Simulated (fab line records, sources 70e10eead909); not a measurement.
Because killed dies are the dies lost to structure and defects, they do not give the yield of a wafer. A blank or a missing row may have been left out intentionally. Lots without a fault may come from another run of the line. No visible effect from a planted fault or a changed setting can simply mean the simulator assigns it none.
fab line records	flow nand-harc
record lots=24	wafers=72	last-day=33
route steps=1302 shown A_STAIRCASE@700
lots that met no fault: taken from a fault-free run of the same line
start-h: the number of hours between the record's first day and the start of the first shown wafer of the lot	wait-h: hours since the lot's step before	" unchanged from the row above	L1.1+2: several wafers, shown together as one row	- no value, or no start was given	* or withheld: withheld	< > ~ a bound
route shown NAME@n: a module of which the file shows steps, and the number in the route of the first	usual: average and standard deviation across the fault-free wafers	same: alike in all rows	chamber/n: place in a boat	sites: the reading at each site	_std_site: the standard deviation of these	_edge_site: mean of outer sites minus mean of inner sites	radius-mm: how far each site lies from the wafer's centre	mask NAME#n: copy n	behind: tool/chamber where the wafer was last shaped	hold: reason for holding the lot/hours on hold/outcome of the hold	device: the n, p or np transistor that did not switch	end of line: the route-end tests of the same wafers	for a step that has no rows: nothing shown but its recipe	killed: count of dies lost to structure and defects at first sort (not the wafer's yield)	map: the dies of a wafer, with x for killed, . for not killed, _ for no die there
set.NAME: the run value of the setting; set.NAME@STEP: its run value at that earlier step	model.NAME: the simulator's own value behind a step, which no gauge read
the route's steps for a sample of lots (tables are steps, rows are wafers)
services: a tool's chamber out of use, with start hour (start-h, from the record's first day; less than 0 if before it), hours out, and reason
## steps
# step NHARC_A_STAIRCASE_DESCUM_186
# recipe time-s=3	o2-flow-sccm=200	ar-flow-sccm=0	bias-power-w=0	chemistry=O2
# usual drypump-motor-current-A=5.3/0.48	mfc-ar-sccm=0.009/0.012	oes-product-au=1.001/0.0094	rf-vpp-V=57.7/0.92	showerhead-plenum-p-Torr=1.89/0.11	throttle-valve-pct=11.310/0.0092
lot.wafer	tool	chamber	start-h	wait-h	drypump-motor-current-A	mfc-ar-sccm	oes-product-au	rf-hours-counter-h	rf-vpp-V	showerhead-plenum-p-Torr	throttle-valve-pct
L074.3	rie-diel-01	2	364.03	-	6.0	0	0.994	52	58.3	1.96	11.309
L074.1	"	3	"	"	5.4	0.005	1.011	54	56.3	1.84	11.316
L074.5	"	3	"	"	5.4	0.005	1.020	-	58.3	1.84	11.324
L075.4	rie-diel-08	0	369.96	-	5.1	0.023	1.001	54	57.6	1.84	11.319
L075.1	"	3	"	"	5.1	0	1.004	52	58.1	2.06	11.311
L075.5	"	0	"	"	5.1	0.023	1.001	-	58.5	1.84	11.324
L076.2	rie-diel-01	0	374.16	-	6.0	0.025	1.000	53	58.4	1.90	11.317
L076.4	"	1	"	"	6.2	0.030	1.004	53	56.6	1.83	11.314
L076.6	"	2	"	"	6.1	0	1.003	-	58.1	1.96	11.307
L077.4	rie-diel-06	3	383.51	-	5.0	0.026	1.007	23	58.1	1.79	11.299
L077.6	"	0	"	"	5.6	0	0.992	-	58.0	1.78	11.314
L077.5	"	1	"	"	5.2	0	0.981	-	58.2	2.05	11.303
L078.1	rie-diel-06	1	391.74	-	5.1	0	0.999	25	58.9	2.05	11.298
L078.3	"	3	"	"	5.0	0.026	1.012	25	57.2	1.79	11.307
L078.6	"	2	"	"	4.8	0	1.011	-	60.4	1.77	11.330
L079.3	rie-diel-06	2	393.12	-	4.8	0	1.000	28	57.0	1.77	11.309
L079.5	"	3	"	"	5.0	0.026	1.008	-	58.3	1.79	11.307
L079.6	"	0	"	"	5.6	0	1.003	-	57.0	1.78	11.315
L080.3	rie-diel-08	1	406.72	-	4.9	0	0.994	12	57.9	1.92	11.310
L080.2	"	2	"	"	4.8	0	0.994	12	57.5	1.82	11.305
L080.1	"	3	"	"	5.2	0	0.996	4	58.1	2.06	11.311
L081.4	rie-diel-01	1	426.39	-	6.3	0.030	1.000	14	57.8	1.82	11.294
L081.2	"	2	"	"	6.0	0	0.988	8	57.7	1.96	11.306
L081.5	"	0	"	"	6.0	0.025	0.999	-	57.8	1.89	11.305
L082.2	rie-diel-06	1	439.63	-	5.1	0	0.992	40	57.9	2.05	11.303
L082.6	"	2	"	"	4.7	0	1.003	-	58.0	1.77	11.309
L082.5	"	3	"	"	5.0	0.026	1.014	-	56.2	1.79	11.314
L083.1	rie-diel-06	0	459.88	-	5.6	0	1.012	47	57.7	1.77	11.311
L083.2	"	3	"	"	5.0	0.026	1.017	52	58.3	1.79	11.324
L083.5	"	0	"	"	5.6	0	1.008	-	57.3	1.77	11.291
L085.3	rie-diel-06	0	468.20	-	5.7	0	1.005	51	58.1	1.77	11.301
L085.1	"	1	"	"	5.1	0	1.005	52	58.3	2.04	11.310
L085.2	"	3	"	"	5.0	0.026	1.021	56	57.2	1.78	11.322
L084.4	rie-diel-06	2	470.78	-	4.8	0	1.007	54	56.9	1.77	11.304
L084.3	"	3	"	"	5.0	0.026	1.023	57	57.1	1.78	11.306
L084.5	"	1	"	"	5.1	0	0.997	-	58.9	2.04	11.295
L086.1	rie-diel-01	3	471.35	-	5.3	0.005	1.014	22	56.6	1.83	11.330
L086.4	"	1	"	"	6.3	0.030	0.993	27	56.5	1.82	11.301
L086.3	"	2	"	"	6.0	0	0.991	18	58.5	1.95	11.315
L088.1	rie-diel-08	3	499.98	-	5.2	0	0.992	33	56.9	2.05	11.304
L088.4	"	1	"	"	4.9	0	0.997	42	57.4	1.91	11.303
L088.5	"	3	"	"	5.1	0	0.996	-	57.6	2.05	11.311
L087.3	rie-diel-06	1	503.60	-	5.1	0	0.992	2	60.4	2.04	11.314
L087.2	"	0	"	"	5.6	0	0.997	2	58.1	2.08	11.313
L087.5	"	1	"	"	5.2	0	0.984	-	58.6	2.04	11.319
L089.4	rie-diel-01	3	514.67	-	5.3	0.005	1.010	32	59.8	1.83	11.319
L089.2	"	1	"	"	6.2	0.030	1.003	37	55.4	1.82	11.307
L089.5	"	3	"	"	5.3	0.005	1.019	-	58.3	1.83	11.304
L091.4	rie-diel-08	1	529.95	-	4.9	0	1.006	51	58.2	1.91	11.305
L091.2	"	2	"	"	4.8	0	0.996	63	58.1	1.81	11.331
L091.5	"	0	"	"	5.1	0.023	0.997	-	58.4	1.83	11.290
L090.4	rie-diel-08	0	531.39	-	5.1	0.023	1.005	45	56.9	1.83	11.324
L090.5	"	0	"	"	5.1	0.023	1.009	-	57.9	1.83	11.299
L090.6	"	1	"	"	4.9	0	1.011	-	58.5	1.91	11.303
L092.2	rie-diel-06	0	534.58	-	5.6	0	1.004	13	57.9	2.07	11.313
L092.1	"	1	"	"	5.2	0	0.993	14	57.9	2.03	11.326
L092.3	"	3	"	"	5.0	0.026	1.023	12	56.6	1.78	11.303
L093.3	rie-diel-08	2	543.85	-	4.8	0	0.994	70	58.0	1.81	11.308
L093.4	"	0	"	"	5.1	0.023	1.009	50	57.5	1.82	11.322
L093.6	"	1	"	"	4.9	0	0.995	-	58.0	1.90	11.310
L094.2	rie-diel-01	3	556.69	-	5.3	0.005	0.994	49	57.7	1.82	11.308
L094.6	"	0	"	"	6.0	0.025	1.005	-	57.7	1.88	11.304
L094.5	"	1	"	"	6.3	0.030	0.997	-	57.0	1.81	11.310
L096.1	rie-diel-06	1	571.24	-	5.2	0	0.988	29	58.3	2.03	11.286
L096.4	"	2	"	"	4.7	0	1.012	21	59.4	2.07	11.324
L096.3	"	3	"	"	5.0	0.026	1.002	26	56.3	1.77	11.318
L095.2	rie-diel-06	1	571.46	-	5.2	0	0.983	29	58.3	2.03	11.295
L095.4	"	3	"	"	5.0	0.026	1.013	27	56.6	1.77	11.305
L095.5	"	1	"	"	5.2	0	0.993	-	58.1	2.03	11.327
L097.4	rie-diel-01	0	592.49	-	6.0	0.025	0.996	10	59.1	1.88	11.320
L097.2	"	3	"	"	5.3	0.005	1.007	9	58.5	1.82	11.330
L097.6	"	1	"	"	6.2	0.030	1.009	-	55.5	1.81	11.304
# step NHARC_A_STAIRCASE_ETCH_190
# recipe target-depth-a=1000	time-s=40.5	ion-energy-ev=400	c4f8-flow-sccm=20	o2-flow-sccm=10	ar-flow-sccm=withheld	rf-w=600	bias-w=1000	chemistry=C4F8/O2
# usual oes-product-au=0.944/0.012	rf-fwd-power-W=592/3	rf-vpp-V=894/6.9
lot.wafer	tool	chamber	start-h	wait-h	oes-product-au	rf-fwd-power-W	rf-hours-counter-h	rf-vpp-V
L074.1	rie-diel-01	3	-	-	0.957	592	55	891
L074.3	"	1	"	"	0.939	589	50	890
L074.5	"	2	"	"	0.939	594	-	899
L075.1	rie-diel-06	2	-	-	0.945	595	21	888
L075.4	"	3	"	"	0.951	596	19	889
L075.5	"	1	"	"	0.948	591	-	906
L076.2	rie-diel-01	3	-	-	0.953	589	58	891
L076.4	"	0	"	"	0.936	599	53	896
L076.6	"	3	"	"	0.954	590	-	891
L077.4	rie-diel-06	3	-	-	0.975	594	23	889
L077.6	"	2	"	"	0.958	593	-	888
L077.5	"	3	"	"	0.969	593	-	889
L078.1	rie-diel-06	2	-	-	0.963	594	28	885
L078.3	"	3	"	"	0.956	595	26	888
L078.6	"	3	"	"	0.956	595	-	889
L079.3	rie-diel-06	2	-	-	0.938	592	29	888
L079.6	"	0	"	"	0.936	589	-	886
L079.5	"	1	"	"	0.920	590	-	904
L080.3	rie-diel-08	2	-	-	0.927	595	12	890
L080.1	"	3	"	"	0.924	596	5	905
L080.2	"	0	"	"	0.941	593	11	891
L081.4	rie-diel-01	1	-	-	0.929	594	15	890
L081.2	"	3	"	"	0.965	586	13	891
L081.5	"	0	"	"	0.943	595	-	895
L082.2	rie-diel-06	2	-	-	0.944	595	43	886
L082.6	"	0	"	"	0.963	588	-	887
L082.5	"	1	"	"	0.956	588	-	903
L083.1	rie-diel-06	1	-	-	0.943	589	48	904
L083.2	"	2	"	"	0.942	592	49	887
L083.5	"	1	"	"	0.938	589	-	902
L085.3	rie-diel-06	0	-	-	0.954	590	51	886
L085.2	"	2	"	"	0.950	597	53	886
L085.1	"	3	"	"	0.962	596	56	888
L084.3	rie-diel-06	2	-	-	0.947	594	54	887
L084.4	"	0	"	"	0.929	585	52	886
L084.5	"	2	"	"	0.942	596	-	886
L086.4	rie-diel-01	1	-	-	0.957	595	27	890
L086.1	"	2	"	"	0.924	590	18	899
L086.3	"	0	"	"	0.960	595	25	894
L088.4	rie-diel-08	0	-	-	0.964	592	42	890
L088.1	"	1	"	"	0.948	594	42	896
L088.5	"	0	"	"	0.969	592	-	890
L087.2	rie-diel-06	1	-	-	0.932	590	3	904
L087.3	"	3	"	"	0.950	595	2	886
L087.5	"	0	"	"	0.931	587	-	908
L089.4	rie-diel-01	0	-	-	0.952	594	36	895
L089.2	"	1	"	"	0.939	595	37	890
L089.5	"	0	"	"	0.948	593	-	895
L091.2	rie-diel-08	2	-	-	0.954	596	64	889
L091.4	"	3	"	"	0.963	593	42	904
L091.5	"	2	"	"	0.946	596	-	890
L090.4	rie-diel-08	0	-	-	0.938	594	46	890
L090.6	"	1	"	"	0.927	595	-	895
L090.5	"	2	"	"	0.928	593	-	889
L092.3	rie-diel-06	3	-	-	0.946	597	12	887
L092.1	"	0	"	"	0.935	590	13	906
L092.2	"	1	"	"	0.919	589	14	903
L093.3	rie-diel-08	3	-	-	0.950	594	48	905
L093.4	"	0	"	"	0.959	591	51	891
L093.6	"	2	"	"	0.942	594	-	890
L094.2	rie-diel-01	1	-	-	0.947	591	56	889
L094.5	"	3	"	"	0.957	592	-	891
L094.6	"	0	"	"	0.953	597	-	894
L096.3	rie-diel-06	2	-	-	0.934	593	21	905
L096.1	"	3	"	"	0.942	592	27	887
L096.4	"	0	"	"	0.934	586	29	905
L095.4	rie-diel-06	0	-	-	0.934	585	29	906
L095.2	"	2	"	"	0.942	592	21	906
L095.5	"	1	"	"	0.928	592	-	903
L097.2	rie-diel-01	3	-	-	0.939	588	10	890
L097.4	"	0	"	"	0.939	596	10	894
L097.6	"	3	"	"	0.937	588	-	890
# step NHARC_A_STAIRCASE_ETCH_199
# recipe target-depth-a=1000	time-s=40.5	ion-energy-ev=400	c4f8-flow-sccm=20	o2-flow-sccm=10	ar-flow-sccm=withheld	rf-w=600	bias-w=1000	chemistry=C4F8/O2
# usual oes-product-au=0.947/0.015	rf-fwd-power-W=592.0/2.9	rf-vpp-V=895/6.5
lot.wafer	tool	chamber	start-h	wait-h	oes-product-au	rf-fwd-power-W	rf-hours-counter-h	rf-vpp-V
L074.1	rie-diel-01	1	-	-	0.947	594.8	50	891
L074.3	"	2	"	"	0.933	596.9	54	898
L074.5	"	0	"	"	0.945	594.9	-	895
L075.4	rie-diel-01	0	-	-	0.974	598.2	53	894
L075.1	"	1	"	"	0.951	590.9	53	890
L075.5	"	2	"	"	0.945	589.1	-	898
L076.4	rie-diel-01	2	-	-	0.931	592.4	57	899
L076.2	"	3	"	"	0.964	591.1	58	891
L076.6	"	1	"	"	0.934	592.0	-	891
L077.4	rie-diel-08	1	-	-	0.953	595.3	1	897
L077.5	"	3	"	"	0.941	593.4	-	906
L077.6	"	0	"	"	0.950	592.1	-	891
L078.1	rie-diel-06	2	-	-	0.943	594.8	29	888
L078.3	"	0	"	"	0.938	589.3	23	887
L078.6	"	3	"	"	0.952	595.1	-	888
L079.3	rie-diel-06	3	-	-	0.939	594.5	31	889
L079.6	"	0	"	"	0.931	585.3	-	888
L079.5	"	3	"	"	0.942	593.2	-	889
L080.3	rie-diel-08	1	-	-	0.933	596.1	12	895
L080.1	"	2	"	"	0.935	593.1	13	889
L080.2	"	3	"	"	0.942	594.8	5	904
L081.4	rie-diel-06	1	-	-	0.957	585.2	38	904
L081.2	"	2	"	"	0.957	589.8	36	888
L081.5	"	1	"	"	0.957	586.3	-	903
L082.2	rie-diel-01	1	-	-	0.964	591.4	17	891
L082.6	"	0	"	"	0.976	596.8	-	895
L082.5	"	1	"	"	0.963	591.0	-	891
L083.2	rie-diel-06	1	-	-	0.931	589.7	48	903
L083.1	"	2	"	"	0.945	597.0	50	886
L083.5	"	0	"	"	0.948	589.3	-	888
L085.1	rie-diel-06	3	-	-	0.969	595.8	57	887
L085.3	"	1	"	"	0.944	593.3	53	903
L085.2	"	2	"	"	0.937	593.6	54	887
L084.4	rie-diel-06	2	-	-	0.932	594.5	55	886
L084.3	"	3	"	"	0.963	593.6	57	888
L084.5	"	1	"	"	0.935	589.3	-	903
L086.1	rie-diel-08	0	-	-	0.942	593.3	32	890
L086.3	"	2	"	"	0.942	593.7	43	890
L086.4	"	0	"	"	0.944	589.9	-	891
L088.1	rie-diel-08	1	-	-	0.946	593.8	42	896
L088.5	"	3	"	"	0.942	593.5	-	903
L088.4	"	2	"	"	0.937	592.2	-	890
L087.3	rie-diel-08	3	-	-	0.929	591.9	35	905
L087.2	"	1	"	"	0.942	591.6	44	896
L087.5	"	2	"	"	0.925	589.0	-	889
L089.4	rie-diel-01	0	-	-	0.945	596.0	36	894
L089.2	"	1	"	"	0.937	592.9	37	889
L089.5	"	2	"	"	0.932	591.0	-	898
L091.2	rie-diel-08	3	-	-	0.928	591.2	42	904
L091.4	"	1	"	"	0.935	593.0	52	895
L091.5	"	2	"	"	0.929	594.2	-	891
L090.4	rie-diel-01	3	-	-	0.954	593.3	39	891
L090.5	"	2	"	"	0.941	594.5	-	898
L090.6	"	3	"	"	0.964	589.9	-	891
L092.3	rie-diel-06	0	-	-	0.930	583.8	18	905
L092.1	"	1	"	"	0.945	589.8	19	904
L092.2	"	3	"	"	0.960	595.5	17	889
L093.3	rie-diel-06	0	-	-	0.953	590.0	20	905
L093.6	"	3	"	"	0.966	593.0	-	888
L093.4	"	1	"	"	0.940	587.6	-	903
L094.2	rie-diel-08	1	-	-	0.953	595.9	0	897
L094.6	"	3	"	"	0.977	590.9	-	904
L094.5	"	0	"	"	0.963	592.2	-	889
L096.4	rie-diel-06	1	-	-	0.918	588.3	30	903
L096.1	"	2	"	"	0.929	595.2	22	906
L096.3	"	3	"	"	0.948	596.1	28	888
L095.4	rie-diel-01	3	-	-	0.954	590.9	5	889
L095.2	"	1	"	"	0.963	594.3	3	891
L095.5	"	2	"	"	0.967	589.9	-	897
L097.4	rie-diel-08	3	-	-	0.947	592.6	12	904
L097.2	"	0	"	"	0.967	591.2	12	890
L097.6	"	2	"	"	0.962	590.9	-	889
# step NHARC_A_STAIRCASE_STRIP_205
# recipe power-w=1500	temp-c=250	chemistry=O2
# usual drypump-motor-current-A=5.6/0.3	heater-power-w=348/30
lot.wafer	tool	chamber	start-h	wait-h	drypump-motor-current-A	heater-power-w	rf-hours-counter-h
L074.1	plasma-asher-01	1	366.85	0.1	5.7	334	4
L074.3	"	1	"	"	5.7	325	-
L074.5	"	1	"	"	5.7	330	-
L075.1	plasma-asher-02	0	372.34	0.1	5.3	410	22
L075.4	"	0	"	"	5.3	415	-
L075.5	"	0	"	"	5.3	405	-
L076.2	plasma-asher-01	1	376.32	0.1	5.7	331	5
L076.4	"	0	"	"	5.3	326	-
L076.6	"	1	"	"	5.7	338	-
L077.4	plasma-asher-02	1	385.80	0.2	6.2	364	-
L077.6	"	0	"	"	5.3	405	-
L077.5	"	1	"	"	6.1	354	-
L078.1	plasma-asher-01	1	394.07	0.1	5.7	319	10
L078.3	"	0	"	"	5.4	322	-
L078.6	"	0	"	"	5.4	325	-
L079.3	plasma-asher-01	0	400.30	0.2	5.4	324	-
L079.6	"	1	"	"	5.7	328	-
L079.5	"	0	"	"	5.4	331	-
L080.1	plasma-asher-01	1	408.89	0.1	5.7	326	13
L080.2	"	0	"	"	5.4	328	13
L080.3	"	0	"	"	5.4	328	-
L081.2	plasma-asher-01	0	428.55	0.1	5.3	326	15
L081.4	"	1	"	"	5.7	330	-
L081.5	"	1	"	"	5.7	330	-
L082.2	plasma-asher-02	1	445.23	0.1	6.1	355	2
L082.6	"	1	"	"	6.1	350	-
L082.5	"	0	"	"	5.4	389	-
L083.2	plasma-asher-01	0	462.05	0.1	5.4	323	24
L083.1	"	1	"	"	5.7	325	24
L083.5	"	1	"	"	5.7	331	-
L085.1	plasma-asher-02	1	470.44	0.1	6.1	353	7
L085.2	"	0	"	"	5.3	405	7
L085.3	"	0	"	"	5.3	391	-
L084.3	plasma-asher-01	1	473.05	0.2	5.7	328	-
L084.4	"	0	"	"	5.4	320	-
L084.5	"	1	"	"	5.7	324	-
L086.1	plasma-asher-02	1	473.81	0.1	6.1	362	8
L086.3	"	0	"	"	5.4	396	-
L086.4	"	1	"	"	6.1	366	-
L088.1	plasma-asher-02	0	503.04	0.1	5.3	388	13
L088.4	"	1	"	"	6.2	362	-
L088.5	"	1	"	"	6.1	353	-
L087.2	plasma-asher-01	0	506.32	0.1	5.4	329	33
L087.3	"	0	"	"	5.4	321	-
L087.5	"	1	"	"	5.7	328	-
L089.2	plasma-asher-01	1	516.91	0.1	5.7	325	36
L089.4	"	1	"	"	5.7	324	-
L089.5	"	1	"	"	5.7	331	-
L091.2	plasma-asher-02	0	533.09	0.1	5.3	403	20
L091.4	"	1	"	"	6.2	352	-
L091.5	"	0	"	"	5.3	407	-
L090.4	plasma-asher-01	1	534.95	0.2	5.7	317	-
L090.5	"	1	"	"	5.7	323	-
L090.6	"	0	"	"	5.4	323	-
L092.2	plasma-asher-02	1	540.93	0.1	6.1	365	22
L092.1	"	0	"	"	5.3	404	22
L092.3	"	1	"	"	6.1	357	-
L093.4	plasma-asher-02	1	546.74	0.2	6.2	357	-
L093.3	"	0	"	"	5.4	402	-
L093.6	"	0	"	"	5.3	401	-
L094.2	plasma-asher-01	1	558.97	0.1	5.7	330	7
L094.6	"	0	"	"	5.4	329	-
L094.5	"	1	"	"	5.7	327	-
L096.1	plasma-asher-02	1	573.68	0.1	6.2	358	30
L096.3	"	1	"	"	6.1	340	-
L096.4	"	0	"	"	5.4	402	-
L095.2	plasma-asher-01	0	574.33	0.1	5.4	322	10
L095.4	"	0	"	"	5.4	323	-
L095.5	"	0	"	"	5.4	332	-
L097.2	plasma-asher-01	0	594.66	0.1	5.4	324	14
L097.4	"	1	"	"	5.7	319	-
L097.6	"	0	"	"	5.4	326	-
# step NHARC_A_STAIRCASE_ETCH_221
# recipe target-depth-a=1000	time-s=40.5	ion-energy-ev=400	c4f8-flow-sccm=20	o2-flow-sccm=10	ar-flow-sccm=withheld	rf-w=600	bias-w=1000	chemistry=C4F8/O2
# usual oes-product-au=0.940/0.016	rf-fwd-power-W=592/3.1	rf-vpp-V=894/6.2
lot.wafer	tool	chamber	start-h	wait-h	oes-product-au	rf-fwd-power-W	rf-hours-counter-h	rf-vpp-V
L074.1	rie-diel-01	3	-	-	0.965	590	56	891
L074.3	"	1	"	"	0.934	594	52	894
L074.5	"	3	"	"	0.987	591	-	890
L075.4	rie-diel-06	1	-	-	0.943	590	20	904
L075.1	"	0	"	"	0.937	590	18	888
L075.5	"	1	"	"	0.938	589	-	903
L076.2	rie-diel-06	3	-	-	0.959	598	21	890
L076.4	"	0	"	"	0.953	587	19	889
L076.6	"	0	"	"	0.958	589	-	887
L077.4	rie-diel-06	2	-	-	0.946	594	26	886
L077.5	"	3	"	"	0.962	595	-	888
L077.6	"	0	"	"	0.946	588	-	886
L078.1	rie-diel-06	3	-	-	0.932	598	31	887
L078.3	"	0	"	"	0.922	594	28	887
L078.6	"	1	"	"	0.919	588	-	904
L079.3	rie-diel-01	1	-	-	0.926	592	6	891
L079.6	"	1	"	"	0.930	590	-	891
L079.5	"	0	"	"	0.931	597	-	895
L080.2	rie-diel-01	0	-	-	0.959	596	10	895
L080.1	"	1	"	"	0.934	595	12	891
L080.3	"	2	"	"	0.936	594	6	898
L081.4	rie-diel-01	1	-	-	0.947	595	15	891
L081.2	"	3	"	"	0.951	590	13	891
L081.5	"	2	"	"	0.935	590	-	899
L082.2	rie-diel-01	0	-	-	0.953	599	15	895
L082.6	"	1	"	"	0.960	592	-	890
L082.5	"	2	"	"	0.929	591	-	900
L083.2	rie-diel-06	2	-	-	0.918	593	51	888
L083.1	"	3	"	"	0.940	595	54	887
L083.5	"	0	"	"	0.924	586	-	887
L085.2	rie-diel-01	3	-	-	0.934	592	22	889
L085.1	"	0	"	"	0.924	597	25	895
L085.3	"	2	"	"	0.910	591	18	899
L084.4	rie-diel-06	0	-	-	0.951	590	54	886
L084.3	"	2	"	"	0.940	591	55	886
L084.5	"	0	"	"	0.954	587	-	887
L086.1	rie-diel-01	0	-	-	0.971	596	26	894
L086.3	"	2	"	"	0.923	592	19	898
L086.4	"	3	"	"	0.947	588	23	891
L088.4	rie-diel-01	1	-	-	0.947	594	35	889
L088.1	"	3	"	"	0.964	588	30	891
L088.5	"	1	"	"	0.947	594	-	890
L087.2	rie-diel-01	1	-	-	0.936	594	36	891
L087.3	"	2	"	"	0.921	591	26	898
L087.5	"	2	"	"	0.914	591	-	899
L089.2	rie-diel-01	1	-	-	0.927	591	38	890
L089.4	"	2	"	"	0.919	591	28	898
L089.5	"	1	"	"	0.934	592	-	891
L091.4	rie-diel-08	3	-	-	0.928	594	44	904
L091.2	"	0	"	"	0.958	593	47	890
L091.5	"	1	"	"	0.954	594	-	895
L090.4	rie-diel-08	3	-	-	0.919	596	45	903
L090.6	"	2	"	"	0.910	593	-	890
L090.5	"	3	"	"	0.906	595	-	904
L092.2	rie-diel-06	1	-	-	0.917	587	20	905
L092.1	"	3	"	"	0.940	597	18	887
L092.3	"	0	"	"	0.925	589	19	907
L093.3	rie-diel-06	0	-	-	0.941	588	22	905
L093.4	"	1	"	"	0.919	589	22	903
L093.6	"	0	"	"	0.936	588	-	904
L094.2	rie-diel-08	3	-	-	0.933	594	1	903
L094.6	"	3	"	"	0.929	596	-	904
L094.5	"	0	"	"	0.937	594	-	892
L096.3	rie-diel-01	2	-	-	0.944	593	5	898
L096.4	"	3	"	"	0.944	589	5	888
L096.1	"	0	"	"	0.955	596	3	895
L095.2	rie-diel-06	2	-	-	0.949	596	22	906
L095.4	"	3	"	"	0.948	596	28	887
L095.5	"	2	"	"	0.947	594	-	905
L097.2	rie-diel-08	3	-	-	0.940	594	12	903
L097.4	"	1	"	"	0.940	593	9	896
L097.6	"	2	"	"	0.963	595	-	889
# step NHARC_A_STAIRCASE_ETCH_234
# recipe target-depth-a=1000	time-s=40.5	ion-energy-ev=400	c4f8-flow-sccm=20	o2-flow-sccm=10	ar-flow-sccm=withheld	rf-w=600	bias-w=1000	chemistry=C4F8/O2
# usual oes-product-au=0.945/0.013	rf-fwd-power-W=593/3	rf-vpp-V=895/6.7
lot.wafer	tool	chamber	start-h	wait-h	oes-product-au	rf-fwd-power-W	rf-hours-counter-h	rf-vpp-V
L074.1	rie-diel-06	2	-	-	0.957	592	21	888
L074.3	"	3	"	"	0.960	593	19	890
L074.5	"	3	"	"	0.962	594	-	890
L075.1	rie-diel-06	3	-	-	0.970	594	21	889
L075.4	"	1	"	"	0.928	590	21	905
L075.5	"	3	"	"	0.981	593	-	888
L076.4	rie-diel-06	0	-	-	0.945	587	20	887
L076.2	"	2	"	"	0.939	593	24	888
L076.6	"	3	"	"	0.943	596	-	889
L077.4	rie-diel-08	2	-	-	0.932	593	-	889
L077.6	"	0	"	"	0.940	592	-	892
L077.5	"	1	"	"	0.940	595	-	897
L078.3	rie-diel-08	1	-	-	0.927	594	11	896
L078.1	"	3	"	"	0.918	595	4	905
L078.6	"	1	"	"	0.935	595	-	896
L079.3	rie-diel-06	3	-	-	0.959	593	35	889
L079.5	"	2	"	"	0.954	592	-	887
L079.6	"	3	"	"	0.952	598	-	889
L080.1	rie-diel-08	2	-	-	0.946	593	15	890
L080.3	"	0	"	"	0.933	592	13	891
L080.2	"	1	"	"	0.933	596	14	899
L081.2	rie-diel-06	1	-	-	0.938	588	38	905
L081.4	"	3	"	"	0.978	595	40	889
L081.5	"	0	"	"	0.949	590	-	887
L082.2	rie-diel-01	2	-	-	0.923	594	12	899
L082.6	"	2	"	"	0.926	596	-	898
L082.5	"	3	"	"	0.961	590	-	892
L083.2	rie-diel-08	0	-	-	0.942	591	30	891
L083.1	"	2	"	"	0.936	592	41	889
L083.5	"	0	"	"	0.936	593	-	892
L085.3	rie-diel-01	1	-	-	0.941	593	28	890
L085.2	"	2	"	"	0.934	592	19	898
L085.1	"	3	"	"	0.960	590	23	892
L084.4	rie-diel-01	0	-	-	0.953	594	26	895
L084.3	"	1	"	"	0.935	593	29	891
L084.5	"	3	"	"	0.947	592	-	889
L086.1	rie-diel-01	1	-	-	0.947	593	29	891
L086.4	"	2	"	"	0.928	594	20	898
L086.3	"	0	"	"	0.955	596	27	894
L088.1	rie-diel-06	1	-	-	0.946	592	3	905
L088.4	"	3	"	"	0.962	598	3	886
L088.5	"	1	"	"	0.938	586	-	904
L087.3	rie-diel-06	0	-	-	0.940	588	4	906
L087.2	"	1	"	"	0.921	589	4	904
L087.5	"	3	"	"	0.978	596	-	888
L089.2	rie-diel-01	2	-	-	0.920	591	31	898
L089.4	"	3	"	"	0.954	588	36	890
L089.5	"	1	"	"	0.955	594	-	890
L091.4	rie-diel-08	2	-	-	0.927	595	67	888
L091.2	"	3	"	"	0.922	595	44	905
L091.5	"	2	"	"	0.930	596	-	887
L090.4	rie-diel-08	1	-	-	0.937	594	57	895
L090.5	"	3	"	"	0.928	596	-	904
L090.6	"	0	"	"	0.957	591	-	890
L092.1	rie-diel-01	2	-	-	0.951	593	39	898
L092.2	"	3	"	"	0.959	590	43	891
L092.3	"	1	"	"	0.943	595	52	888
L093.3	rie-diel-01	1	-	-	0.942	595	55	890
L093.4	"	2	"	"	0.924	594	41	900
L093.6	"	2	"	"	0.921	589	-	898
L094.2	rie-diel-06	0	-	-	0.946	587	27	904
L094.5	"	0	"	"	0.937	589	-	906
L094.6	"	1	"	"	0.938	589	-	903
L096.3	rie-diel-01	2	-	-	0.946	593	6	898
L096.1	"	0	"	"	0.945	595	4	893
L096.4	"	1	"	"	0.962	597	4	891
L095.4	rie-diel-06	3	-	-	0.956	600	29	887
L095.2	"	0	"	"	0.937	589	30	906
L095.5	"	2	"	"	0.953	595	-	907
L097.2	rie-diel-06	1	-	-	0.958	587	35	904
L097.4	"	0	"	"	0.955	590	35	906
L097.6	"	1	"	"	0.952	586	-	902
## services
tool	chamber	start-h	hours	kind
rie-diel-06	0	340.77	-	clean
rie-diel-06	1	340.77	-	clean
rie-diel-06	2	340.77	-	clean
rie-diel-06	3	340.77	-	clean
plasma-asher-01	-	342.00	9.0	pm
rie-diel-08	3	362.54	5.3	repair
rie-diel-06	0	365.27	-	clean
rie-diel-06	1	365.27	-	clean
rie-diel-06	2	365.27	-	clean
rie-diel-06	3	365.27	-	clean
rie-diel-08	-	370.30	9.0	pm
rie-diel-01	-	380.84	9.0	pm
plasma-asher-01	-	384.48	2.3	repair
rie-diel-06	2	396.28	6.9	repair
plasma-asher-02	-	426.00	9.0	pm
plasma-asher-02	-	450.10	0.8	repair
rie-diel-06	-	484.27	9.0	pm
rie-diel-08	3	484.52	13.7	repair
rie-diel-08	0	500.86	19.0	repair
rie-diel-06	1	513.87	7.6	repair
plasma-asher-01	-	519.00	9.0	pm
rie-diel-08	3	522.70	4.1	repair
rie-diel-08	-	547.30	9.0	pm
rie-diel-01	-	557.91	9.0	pm
## key
fault none
